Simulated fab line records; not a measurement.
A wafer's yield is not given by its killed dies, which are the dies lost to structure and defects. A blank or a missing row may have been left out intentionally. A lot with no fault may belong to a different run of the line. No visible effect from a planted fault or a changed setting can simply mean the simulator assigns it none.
fab line records    flow n5Finfet
record: lots: 7  wafers: 39
route steps=1938 shown HKMG_FIN@438 MOL_CONTACT_COAG@559
startH: the number of hours between the record's first day and the start of the first shown wafer of the lot    waitH: time in hours since the lot's previous step    " identical to the entry in the row above    L1.1+2: one row covering several wafers at once    - no value present, or no start provided    * or withheld: withheld    < > ~ a bound
route shown NAME@n: NAME is a module with steps in the file, n the number in the route of the first one    usual: the fault-free wafers' mean and standard deviation    same: alike in all rows    chamber/n: place in a boat    sites: each site's reading    _std_site: standard deviation of those values    _edge_site: inner sites' mean taken away from outer sites' mean    radiusMm: for every site, how far away it sits from the centre of the wafer    mask NAME#n: copy n    behind: the most recent tool/chamber to have shaped the wafer    hold: what put the lot on hold/how long, in hours/how the hold closed    device: which transistor (n, p or np) failed to switch    end of line: tests run on the same wafers once the route is complete    a step given without rows: its recipe and nothing more    killed: dies lost to structure and defects at the first sort, not the wafer's yield    map: a wafer's dies, marking killed ones x, the rest . and places with no die _
set.NAME: setting as actually run; set.NAME@STEP: the setting as run at that earlier step    model.NAME: the simulator's own value behind a step, which no gauge read
one table per step and one row per wafer, for lots whose settings were changed on purpose
== steps ==
step: N5_HKMG_FIN_ETCH_35
recipe: chemistry: N2/H2  target: SOC  targetDepthA: 2158  ionEnergyEv: 65  biasW: 5  sourceW: 3000  timeS: 243.4  pressureMtorr: 30  n2FlowSccm: 200  h2FlowSccm: 200
usual: rfVppV: 141.9/1.1
lot.wafer  tool        chamber  startH  waitH  set.biasW  rfVppV  model.etch.depthNm  model.SOC_of_HKMG_FIN_COAT_29.thkNm  model.HKMG_FIN.featureDepthNm
L079.1     rieDiel-03  1        105.61  0.0    5          141.8   218.9               81.4                                 219
L079.2     "           3        "       "      5          139.4   218.2               81.2                                 218.2
L079.5     "           3        "       "      5          141.9   218.1               82                                   218
L081.1     rieDiel-03  1        115.71  0.0    5.293      147.2   221.7               77.8                                 221.6
L081.2     "           3        "       "      5          140.9   217.9               80.6                                 218
L081.3     "           0        "       "      5          142.1   216.8               82.8                                 216.8
L081.4     "           2        "       "      5.293      146.4   218.4               81.8                                 218.4
L081.5     "           2        "       "      5.293      145.6   216.1               82.2                                 216
L081.6     "           1        "       "      5          141.1   214.7               83.6                                 214.6
L087.1     rieDiel-06  2        151.47  0.0    4.148      127.2   202.9               96.8                                 202.8
L087.2     "           3        "       "      5          142.2   224.2               75.6                                 224.2
L087.3     "           0        "       "      4.148      124.8   200.6               98.8                                 200.6
L087.4     "           1        "       "      5          143.1   222.2               77.2                                 222.2
L087.5     "           0        "       "      5          141.9   216.5               83.4                                 216.4
L087.6     "           3        "       "      4.148      127.1   205.3               93.4                                 205.4
L088.1     rieDiel-03  1        165.10  0.0    5          141.7   218.2               81.2                                 218.2
L088.2     "           0        "       "      5.829      158.3   231.7               66.8                                 231.8
L088.3     "           3        "       "      5          139.4   220.2               79.2                                 220.2
L088.4     "           2        "       "      5.829      155.9   228.1               71.2                                 228
L088.5     "           0        "       "      5.829      157.0   229.3               70.2                                 229.4
L088.6     "           1        "       "      5          142.3   219.4               79.6                                 219.4
L089.1     rieDiel-04  1        167.39  0.0    5          141.1   213.4               87                                   213.4
L089.2     "           2        "       "      5          141.5   207.6               93                                   207.6
L089.3     "           0        "       "      5          141.6   211.9               88.4                                 212
L089.4     "           1        "       "      5          140.1   215.2               84.8                                 215.2
L089.5     "           0        "       "      5          141.4   212.5               88                                   212.4
L089.6     "           2        "       "      5          142.5   208.6               91.6                                 208.6
L091.1     rieDiel-06  3        180.09  0.0    5          143.9   223.6               76.8                                 223.6
L091.2     "           1        "       "      4.468      133.5   209.6               89.6                                 209.6
L091.3     "           0        "       "      5          142.9   216.9               82.6                                 217
L091.4     "           2        "       "      4.468      131.5   209.2               90.6                                 209.2
L091.5     "           1        "       "      5          142.5   218.6               80.6                                 218.6
L091.6     "           0        "       "      4.468      131.3   206.5               92.8                                 206.6
L094.1     rieDiel-04  3        200.09  0.0    5.528      151.2   221                 78.4                                 221
L094.2     "           1        "       "      5.528      149.7   223.5               75.6                                 223.6
L094.3     "           0        "       "      5          139.5   214.7               84.6                                 214.6
L094.4     "           2        "       "      5          141.6   206.3               92.2                                 206.2
L094.5     "           2        "       "      5.528      151.1   216.9               82.2                                 216.8
L094.6     "           3        "       "      5          140.9   211.7               87.6                                 211.8
step: N5_HKMG_FIN_STRIP_92
recipe: chemistry: N2/H2  material: SOC  timeS: 20  powerW: 500  tempC: 40  pressureMtorr: 50  rfFrequencyHz: 6e+07  biasPowerW: 8  h2Frac: 0.5  n2FlowSccm: 300  h2FlowSccm: 300
lot.wafer  tool        chamber  startH  waitH  set.biasW@HKMG_FIN_ETCH_35  model.SOC_of_HKMG_FIN_COAT_29.thkNm
L079.1     rieDiel-03  1        105.76  0.1    5                           71.2
L079.2     "           3        "       "      5                           71
L079.5     "           3        "       "      5                           71.6
L081.1     rieDiel-03  1        115.86  0.1    5.293                       67.8
L081.2     "           3        "       "      5                           70.2
L081.3     "           0        "       "      5                           72.6
L081.4     "           2        "       "      5.293                       71.6
L081.5     "           2        "       "      5.293                       72.2
L081.6     "           1        "       "      5                           73.4
L087.1     rieDiel-06  2        151.62  0.1    4.148                       86.4
L087.2     "           3        "       "      5                           65
L087.3     "           0        "       "      4.148                       88.4
L087.4     "           1        "       "      5                           66.8
L087.5     "           0        "       "      5                           73.2
L087.6     "           3        "       "      4.148                       82.8
L088.1     rieDiel-03  1        165.24  0.1    5                           71.2
L088.2     "           0        "       "      5.829                       56.8
L088.3     "           3        "       "      5                           68.8
L088.4     "           2        "       "      5.829                       61.2
L088.5     "           0        "       "      5.829                       60.2
L088.6     "           1        "       "      5                           69.4
L089.1     rieDiel-04  1        167.54  0.1    5                           76.8
L089.2     "           2        "       "      5                           83
L089.3     "           0        "       "      5                           78.2
L089.4     "           1        "       "      5                           74.4
L089.5     "           0        "       "      5                           78
L089.6     "           2        "       "      5                           81.8
L091.1     rieDiel-06  3        180.24  0.1    5                           66.4
L091.2     "           1        "       "      4.468                       79.2
L091.3     "           0        "       "      5                           72.4
L091.4     "           2        "       "      4.468                       80.2
L091.5     "           1        "       "      5                           70.2
L091.6     "           0        "       "      4.468                       82.6
L094.1     rieDiel-04  3        200.24  0.1    5.528                       68
L094.2     "           1        "       "      5.528                       65.6
L094.3     "           0        "       "      5                           74.2
L094.4     "           2        "       "      5                           82.2
L094.5     "           2        "       "      5.528                       72.2
L094.6     "           3        "       "      5                           77.4
step: N5_MOL_CONTACT_COAG_ALD_27
recipe: material: SiOC  targetThkA: 170  tempC: 400  aldPrecursorFamily: carbosiloxane  aldCoReactant: H2-plasma  pulseTimeS: 1.5  timeS: 2720  purgeTimeS: 2  coReactantPurgeTimeS: 2  aldCycles: 340  pressureTorr: 2
lot.wafer       tool       chamber    startH  waitH  set.aldCycles  model.SiOC_of_MOL_CONTACT_COAG_ALD_27.thkNm
L079.1          aldSin-03  1          126.37  0.0    340            16.8
L079.2+5        "          2,0        "       "      340            17
L081.1+3+4+5+6  aldSin-01  1,3,1,0,3  135.42  0.0    340            17
L081.2          "          0          "       "      340            17.2
L087.1          aldSin-01  1          169.02  0.2    340            17.2
L087.2+5        "          0,1        "       "      340            17
L087.3+4        "          2,3        "       "      313            15.8
L087.6          "          0          "       "      313            15.6
L088.1+6        aldSin-03  3,2        186.47  0.0    340            17
L088.2          "          2          "       "      340            16.8
L088.3+4+5      "          1,0,3      "       "      378            18.8
L089.1+3+4      aldSin-01  2,0,3      188.01  0.0    305            15.2
L089.2+5+6      "          1,1,0      "       "      340            17
L091.1+3+6      aldSin-04  3,2,0      199.90  0.3    305            15.2
L091.2+4+5      "          0,3,2      "       "      340            17
L094.1+2+6      aldSin-04  3,2,1      220.18  0.0    340            17
L094.3          "          0          "       "      375            19
L094.4          "          1          "       "      375            18.6
L094.5          "          2          "       "      375            18.8
== key ==
split: step: N5_HKMG_FIN_ETCH_35  setting: biasW  stated: 5  by: wafer
response: step: N5_HKMG_FIN_ETCH_35  reading: rfVppV  change: +0.957  per: 1%  r: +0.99
response: step: N5_HKMG_FIN_ETCH_35  reading: model.etch.depthNm  change: +0.867  per: 1%  r: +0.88
response: step: N5_HKMG_FIN_ETCH_35  reading: model.SOC_of_HKMG_FIN_COAT_29.thkNm  change: -0.852  per: 1%  r: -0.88
response: step: N5_HKMG_FIN_ETCH_35  reading: model.HKMG_FIN.featureDepthNm  change: +0.867  per: 1%  r: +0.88
response: step: N5_HKMG_FIN_STRIP_92  reading: model.SOC_of_HKMG_FIN_COAT_29.thkNm  change: -0.844  per: 1%  r: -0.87
split: step: N5_MOL_CONTACT_COAG_ALD_27  setting: aldCycles  stated: 340  by: wafer
response: step: N5_MOL_CONTACT_COAG_ALD_27  reading: model.SiOC_of_MOL_CONTACT_COAG_ALD_27.thkNm  change: +0.172  per: 1%  r: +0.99
